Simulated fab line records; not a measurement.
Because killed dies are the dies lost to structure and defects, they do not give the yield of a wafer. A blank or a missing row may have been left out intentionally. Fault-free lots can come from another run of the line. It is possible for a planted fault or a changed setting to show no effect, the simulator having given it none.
fab line records + flow n5Finfet + part 2 of 2: steps 19 to 28 of 28
[record]
- lots = 5
- wafers = 15
- lastDay = 18
route steps=1938 shown SDB@362 DUMMY_REMOVAL@377 HKMG_FIN@385
lots untouched by any fault: they come from a run of this same line in which no faults occurred
startH: start of the lot's first displayed wafer, in hours after the record's first day + waitH: hours since the lot's step before + " the same as in the row above + L1.1+2: a single row standing in for several wafers + - either no value or no given start + * or withheld: withheld + < > ~ a bound
route shown NAME@n: names a module that has steps shown in the file, with the first one's number in the route + usual: the fault-free wafers' mean and standard deviation + same: alike in all rows + chamber/n: place in a boat + sites: the reading at each site + _std_site: how widely they spread, as a standard deviation + _edge_site: inner sites' mean taken away from outer sites' mean + radiusMm: how far each site lies from the wafer's centre + mask NAME#n: copy n + behind: the most recent tool/chamber to have shaped the wafer + hold: why the lot was held/for how many hours/how that ended + device: whichever transistor did not switch (one of n, p or np) + end of line: at the end of the route, the tests of the same wafers + a step without rows: its recipe alone + killed: not the wafer's yield, but the dies lost to structure and defects at the first sort + map: per-die view of a wafer (x killed, . not killed, _ where there is no die)
set.NAME: setting as actually run; set.NAME@STEP: the setting as run at that earlier step + model.NAME: the simulator's own value behind a step, which no gauge read
certain route steps with their lots: each step a table, each wafer a row
services: the hour from which a tool's chamber was out of use, counted from the record's first day as startH (under 0 if before that day), plus the number of hours and why
[[steps]]
[step N5_DUMMY_REMOVAL_DUMMY_REMOVE_02]
[recipe]
- chemistry = TMAH
- tempC = 70
- target = poly-Si
- stopOn = SiO2
- targetDepthNm = 142
- concWtPct = 5
- timeS = 57
- dry = ipaMarangoni
- rinseTimeS = 30
- rinseTempC = 23
[usual]
- concWtPct = 5.00/0.055
[same]
- rinseTimeS = 30
- timeS = 57
| lot.wafer | tool        | chamber | startH | waitH | concWtPct |
|-----------|-------------|---------|--------|-------|-----------|
| L076.2    | wetBench-05 | 4       | 90.30  | 0.0   | 4.98      |
| L076.4    | "           | 6       | "      | "     | 5.01      |
| L076.5    | "           | 0       | "      | "     | 5.00      |
| L082.1    | wetBench-03 | 0       | 118.01 | 0.0   | 4.91      |
| L082.5    | "           | 2       | "      | "     | 5.01      |
| L082.6    | "           | 5       | "      | "     | 4.98      |
| L089.2    | wetBench-03 | 5       | 160.01 | 0.0   | 4.93      |
| L089.3    | "           | 4       | "      | "     | 5.11      |
| L089.5    | "           | 7       | "      | "     | 4.97      |
| L095.1    | wetBench-03 | 4       | 195.49 | 0.0   | 5.07      |
| L095.3    | "           | 7       | "      | "     | 4.97      |
| L095.4    | "           | 6       | "      | "     | 4.93      |
| L097.1    | wetBench-04 | 7       | 211.77 | 0.0   | 5.08      |
| L097.4    | "           | 3       | "      | "     | 4.98      |
| L097.5    | "           | 1       | "      | "     | 4.97      |
[step N5_DUMMY_REMOVAL_INSPECT_06]
[recipe]
- inspectInstrument = brightfield
- mode = aei
[usual]
- rawDefectCount = 11/5.4
| lot.wafer | tool             | chamber | startH | waitH | rawDefectCount |
|-----------|------------------|---------|--------|-------|----------------|
| L076.2    | defectInspect-02 | -       | 90.37  | 0.0   | 9              |
| L076.4    | "                | -       | "      | "     | 10             |
| L076.5    | "                | -       | "      | "     | 8              |
| L082.1    | defectInspect-01 | -       | 118.06 | 0.0   | 7              |
| L082.5    | "                | -       | "      | "     | 9              |
| L082.6    | "                | -       | "      | "     | 15             |
| L089.2    | defectInspect-02 | -       | 160.06 | 0.0   | 26             |
| L089.3    | "                | -       | "      | "     | 22             |
| L089.5    | "                | -       | "      | "     | 8              |
| L095.1    | defectInspect-02 | -       | 195.58 | 0.0   | 20             |
| L095.3    | "                | -       | "      | "     | 7              |
| L095.4    | "                | -       | "      | "     | 15             |
| L097.1    | defectInspect-01 | -       | 211.83 | 0.0   | 11             |
| L097.4    | "                | -       | "      | "     | 10             |
| L097.5    | "                | -       | "      | "     | 12             |
[step N5_DUMMY_REMOVAL_PRECLEAN_08]
[recipe]
- chemistry = NF3:NH3
- afsCycles = 2
- tempC = 30
- timeS = 20
- sublimationTempC = 180
- sublimationTimeS = 60
- pressureTorr = 3
- rfPowerW = 30
[same]
- afsCycles = 2
- timeS = 20
| lot.wafer  | tool            | chamber | startH | waitH |
|------------|-----------------|---------|--------|-------|
| L076.2+4+5 | remotePlasma-02 | 1       | 90.43  | 0.1   |
| L082.1+5+6 | remotePlasma-01 | 1       | 118.10 | 0.0   |
| L089.2+3+5 | remotePlasma-01 | 1       | 160.13 | 0.1   |
| L095.1+3+4 | remotePlasma-01 | 0       | 195.62 | 0.0   |
| L097.1+4+5 | remotePlasma-01 | 1       | 211.87 | 0.0   |
[step N5_DUMMY_REMOVAL_PRECLEAN_04]
[recipe]
- chemistry = DHF
- timeS = 37
- tempC = 25
- dilution = 500:1
[same]
- timeS = 37
| lot.wafer  | tool        | chamber | startH | waitH |
|------------|-------------|---------|--------|-------|
| L076.2+4+5 | wetBench-05 | 6,3,4   | 90.61  | 0.2   |
| L082.1+5+6 | wetBench-05 | 2,0,5   | 118.37 | 0.2   |
| L089.2+3+5 | wetBench-03 | 4,6,5   | 160.31 | 0.2   |
| L095.1+3+4 | wetBench-04 | 5,2,1   | 195.83 | 0.2   |
| L097.1+4+5 | wetBench-03 | 2,4,3   | 212.08 | 0.2   |
[step N5_DUMMY_REMOVAL_SRD_05]
[recipe]
- dry = ipaMarangoni
- doPpb = 5
- timeS = 30
- tempC = 23
- rinseLiquid = diw
[same]
- timeS = 30
| lot.wafer  | tool        | chamber | startH | waitH |
|------------|-------------|---------|--------|-------|
| L076.2+4+5 | wetBench-05 | 6,3,4   | 90.62  | 0.0   |
| L082.1+5+6 | wetBench-05 | 2,0,5   | 118.38 | 0.0   |
| L089.2+3+5 | wetBench-03 | 4,6,5   | 160.32 | 0.0   |
| L095.1+3+4 | wetBench-04 | 5,2,1   | 195.84 | 0.0   |
| L097.1+4+5 | wetBench-03 | 2,4,3   | 212.09 | 0.0   |
[step N5_HKMG_FIN_IL_REGROW_00]
[recipe]
- material = SiO2
- targetThkA = 7.5
- chemistry = O3
- tempC = withheld
- timeS = 30
[same]
- timeS = 30
| lot.wafer  | tool     | chamber | startH | waitH |
|------------|----------|---------|--------|-------|
| L076.2+4+5 | aldHk-01 | 3,2,0   | 90.67  | 0.0   |
| L082.1+5+6 | aldHk-03 | 2,2,3   | 118.43 | 0.0   |
| L089.2+3+5 | aldHk-01 | 2,3,0   | 160.37 | 0.0   |
| L095.1+3+4 | aldHk-01 | 0,2,3   | 195.89 | 0.0   |
| L097.1+4+5 | aldHk-03 | 2,3,3   | 212.14 | 0.0   |
[step N5_HKMG_FIN_HK_ALD_01]
[recipe]
- material = HfO2
- targetThkA = 16
- tempC = withheld
- aldPrecursorFamily = HfCl4
- aldCoReactant = H2O
- pulseTimeS = 3
- purgeTimeS = 3
- coReactantPurgeTimeS = 2.5
- coReactantPulseTimeS = 0.3
- aldCycles = 30
[usual]
- precursorPulseHeightRel = 1.002/0.021
| lot.wafer | tool     | chamber | startH | waitH | precursorPulseHeightRel |
|-----------|----------|---------|--------|-------|-------------------------|
| L076.2    | aldHk-01 | 3       | 90.77  | 0.1   | 0.975                   |
| L076.4    | "        | 2       | "      | "     | 0.981                   |
| L076.5    | "        | 0       | "      | "     | 1.007                   |
| L082.1    | aldHk-03 | 2       | 118.48 | 0.0   | 1.022                   |
| L082.5    | "        | 2       | "      | "     | 1.005                   |
| L082.6    | "        | 3       | "      | "     | 0.999                   |
| L089.2    | aldHk-01 | 2       | 160.42 | 0.0   | 1.042                   |
| L089.3    | "        | 3       | "      | "     | 0.965                   |
| L089.5    | "        | 0       | "      | "     | 1.003                   |
| L095.1    | aldHk-01 | 0       | 195.94 | 0.0   | 0.992                   |
| L095.3    | "        | 2       | "      | "     | 0.969                   |
| L095.4    | "        | 3       | "      | "     | 1.027                   |
| L097.1    | aldHk-03 | 2       | 212.19 | 0.0   | 0.973                   |
| L097.4    | "        | 3       | "      | "     | 1.039                   |
| L097.5    | "        | 3       | "      | "     | 0.974                   |
[step N5_HKMG_FIN_HK_ANNEAL_02]
[recipe]
- tempC = 700
- timeS = 30
- ambient = N2
- idleTempC = 600
- rampUpCPerS = 150
- rampDownCPerS = 60
- coolToC = 600
[usual]
- lampPowerPct = 8.80/0.056
- wafer_temp_C_max = 703.0/0.65
[same]
- timeS = 30
| lot.wafer | tool         | chamber | startH | waitH | lampPowerPct | wafer_temp_C_max |
|-----------|--------------|---------|--------|-------|--------------|------------------|
| L076.2    | rtpAnneal-02 | 0       | 91.14  | 0.2   | 8.85         | 704.4            |
| L076.4    | "            | 0       | "      | "     | 8.74         | 703.3            |
| L076.5    | "            | 0       | "      | "     | 8.75         | 702.4            |
| L082.1    | rtpAnneal-02 | 0       | 118.80 | 0.2   | 8.87         | 703.1            |
| L082.5    | "            | 0       | "      | "     | 8.77         | 703.2            |
| L082.6    | "            | 0       | "      | "     | 8.89         | 703.8            |
| L089.2    | rtpAnneal-02 | 0       | 160.75 | 0.3   | 8.87         | 703.5            |
| L089.3    | "            | 0       | "      | "     | 8.79         | 703.0            |
| L089.5    | "            | 0       | "      | "     | 8.77         | 702.0            |
| L095.1    | rtpAnneal-02 | 0       | 196.13 | 0.1   | 8.71         | 702.0            |
| L095.3    | "            | 0       | "      | "     | 8.79         | 702.8            |
| L095.4    | "            | 0       | "      | "     | 8.89         | 703.3            |
| L097.1    | rtpAnneal-02 | 0       | 212.38 | 0.1   | 8.80         | 701.9            |
| L097.4    | "            | 0       | "      | "     | 8.65         | 703.3            |
| L097.5    | "            | 0       | "      | "     | 8.79         | 702.4            |
[step N5_HKMG_FIN_ALD_74]
[recipe]
- material = La2O3
- targetThkA = 5
- tempC = 250
- aldPrecursorFamily = La-Cp
- aldCoReactant = O3
- pulseTimeS = 6
- coReactantPulseTimeS = 1
- purgeTimeS = 3
- coReactantPurgeTimeS = 3
[usual]
- heaterPowerOuterW = 191/18
- heaterPowerW = 347/23
- precursorPulseHeightRel = 1.001/0.019
| lot.wafer | tool     | chamber | startH | waitH | heaterPowerOuterW | heaterPowerW | precursorPulseHeightRel |
|-----------|----------|---------|--------|-------|-------------------|--------------|-------------------------|
| L076.2    | aldHk-02 | 2       | 91.33  | 0.2   | 150               | 293          | 0.991                   |
| L076.4    | "        | 0       | "      | "     | 191               | 342          | 0.986                   |
| L076.5    | "        | 3       | "      | "     | 219               | 377          | 0.998                   |
| L082.1    | aldHk-01 | 1       | 119.01 | 0.2   | 192               | 323          | 1.004                   |
| L082.5    | "        | 1       | "      | "     | 189               | 329          | 0.988                   |
| L082.6    | "        | 0       | "      | "     | 185               | 361          | 1.019                   |
| L089.2    | aldHk-02 | 1       | 160.93 | 0.2   | 180               | 340          | 1.031                   |
| L089.3    | "        | 0       | "      | "     | 197               | 341          | 1.004                   |
| L089.5    | "        | 0       | "      | "     | 199               | 342          | 1.007                   |
| L095.1    | aldHk-02 | 0       | 196.34 | 0.2   | 194               | 355          | 1.017                   |
| L095.3    | "        | 1       | "      | "     | 178               | 334          | 0.988                   |
| L095.4    | "        | 2       | "      | "     | 153               | 293          | 0.994                   |
| L097.1    | aldHk-01 | 3       | 212.59 | 0.2   | 206               | 374          | 0.969                   |
| L097.4    | "        | 2       | "      | "     | 210               | 350          | 0.957                   |
| L097.5    | "        | 0       | "      | "     | 195               | 358          | 0.995                   |
[step N5_HKMG_FIN_ALD_75]
[recipe]
- material = Al2O3
- targetThkA = 10
- tempC = 150
- aldPrecursorFamily = TMA
- aldCoReactant = H2O
- pulseTimeS = withheld
- coReactantPulseTimeS = 1
[usual]
- heaterPowerOuterW = 79/7.1
- heaterPowerW = 149/9.5
- precursorPulseHeightRel = 0.997/0.022
| lot.wafer | tool     | chamber | startH | waitH | heaterPowerOuterW | heaterPowerW | precursorPulseHeightRel |
|-----------|----------|---------|--------|-------|-------------------|--------------|-------------------------|
| L076.2    | aldHk-02 | 2       | 91.40  | 0.0   | 62                | 123          | 0.985                   |
| L076.4    | "        | 0       | "      | "     | 81                | 151          | 0.967                   |
| L076.5    | "        | 3       | "      | "     | 90                | 161          | 0.984                   |
| L082.1    | aldHk-01 | 1       | 119.09 | 0.0   | 78                | 140          | 1.019                   |
| L082.5    | "        | 1       | "      | "     | 79                | 140          | 0.974                   |
| L082.6    | "        | 0       | "      | "     | 80                | 159          | 0.995                   |
| L089.2    | aldHk-02 | 1       | 161.01 | 0.0   | 73                | 145          | 1.014                   |
| L089.3    | "        | 0       | "      | "     | 81                | 150          | 0.984                   |
| L089.5    | "        | 0       | "      | "     | 79                | 152          | 1.008                   |
| L095.1    | aldHk-02 | 0       | 196.42 | 0.0   | 81                | 147          | 1.002                   |
| L095.3    | "        | 1       | "      | "     | 76                | 145          | 1.021                   |
| L095.4    | "        | 2       | "      | "     | 63                | 127          | 0.989                   |
| L097.1    | aldHk-01 | 3       | 212.67 | 0.0   | 83                | 157          | 0.982                   |
| L097.4    | "        | 2       | "      | "     | 86                | 151          | 0.995                   |
| L097.5    | "        | 0       | "      | "     | 80                | 160          | 0.972                   |
[[services]]
| tool        | chamber | startH | hours | kind   |
|-------------|---------|--------|-------|--------|
| cmp-01      | -       | 64.07  | 2.1   | repair |
| wetBench-06 | -       | 65.36  | 1.9   | repair |
| rieSi-02    | -       | 65.70  | 2.8   | pm     |
| rieDiel-06  | 3       | 67.20  | 121.0 | repair |
| rieDiel-02  | 3       | 68.22  | 5.0   | repair |
| cmp-01      | -       | 73.19  | 1.0   | repair |
| rieDiel-01  | 2       | 76.26  | 18.7  | repair |
| rieDiel-03  | 0       | 77.97  | 4.1   | repair |
| cmp-01      | -       | 81.62  | 1.6   | repair |
| aldHk-01    | -       | 86.06  | 1.2   | repair |
| rieDiel-01  | 3       | 87.47  | 5.0   | repair |
| wetBench-03 | -       | 88.96  | 2.3   | repair |
| rieDiel-02  | 2       | 98.16  | 2.6   | repair |
| rieDiel-02  | 3       | 114.24 | 1.8   | repair |
| rieDiel-01  | -       | 116.47 | 2.8   | pm     |
| rieDiel-03  | -       | 134.45 | 2.8   | pm     |
| rieDiel-04  | -       | 137.64 | 1.0   | repair |
| wetBench-05 | -       | 140.61 | 2.7   | repair |
| rieSi-02    | 1       | 141.54 | 4.6   | repair |
| rieDiel-02  | -       | 158.13 | 14.6  | pm     |
| aldHk-02    | -       | 164.56 | 1.5   | repair |
| wetBench-01 | -       | 171.16 | 0.8   | repair |
| rieDiel-06  | 2       | 189.17 | 6.4   | repair |
| rieDiel-06  | -       | 195.09 | 0.2   | repair |
